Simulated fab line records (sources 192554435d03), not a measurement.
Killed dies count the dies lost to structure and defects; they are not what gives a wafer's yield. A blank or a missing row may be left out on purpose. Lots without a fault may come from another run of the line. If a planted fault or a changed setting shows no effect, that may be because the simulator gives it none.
Matching of chambers + flow n5_finfet + N5_BEOL_M12_ETCH_68 on rie_diel-02: 4 sister chambers
The step etches SOC in N2/H2, time 285 s. 4 wafers are shown with their chamber, then 8 later ones without.

## WAFERS, EACH WITH ITS CHAMBER
| wafer  | chamber | showerhead_plenum_p_Torr (Torr) |
|--------|---------|---------------------------------|
| L081.2 | 3       | 2.49                            |
| L081.3 | 0       | 2.58                            |
| L085.3 | 2       | 2.50                            |
| L090.3 | 1       | 2.70                            |

## WAFERS WHOSE CHAMBER IS MISSING
| wafer  | showerhead_plenum_p_Torr (Torr) |
|--------|---------------------------------|
| L090.5 | 2.70                            |
| L090.6 | 2.57                            |
| L094.1 | 2.49                            |
| L094.4 | 2.57                            |
| L094.5 | 2.49                            |
| L097.3 | 2.57                            |
| L097.5 | 2.57                            |
| L097.6 | 2.48                            |

## EACH ONE'S CHAMBER
| wafer  | from the rows above     | in truth |
|--------|-------------------------|----------|
| L090.5 | 1                       | 1        |
| L090.6 | 0                       | 0        |
| L094.1 | can't be placed: 3 or 2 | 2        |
| L094.4 | 0                       | 0        |
| L094.5 | can't be placed: 3 or 2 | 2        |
| L097.3 | 0                       | 0        |
| L097.5 | 0                       | 0        |
| L097.6 | can't be placed: 3 or 2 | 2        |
Correctly placed: 5 of 8. Cannot be placed on the basis of these rows: 3; the candidates contain the true chamber in 3. Placed wrongly: 0.
How it was worked out, from the rows above alone: a wafer's distance from a chamber is the root of the sum, over the readings, of the square of ((its reading less the chamber's mean) divided by the reading's scatter). The wafer belongs to the nearest chamber; if the next one is less than 2 further off, it can't be placed. Each chamber's mean is taken over the wafers shown for it. The scatter: with one shown wafer a chamber, the root of the mean of the squares of how far each hidden wafer lies from its nearest shown one.
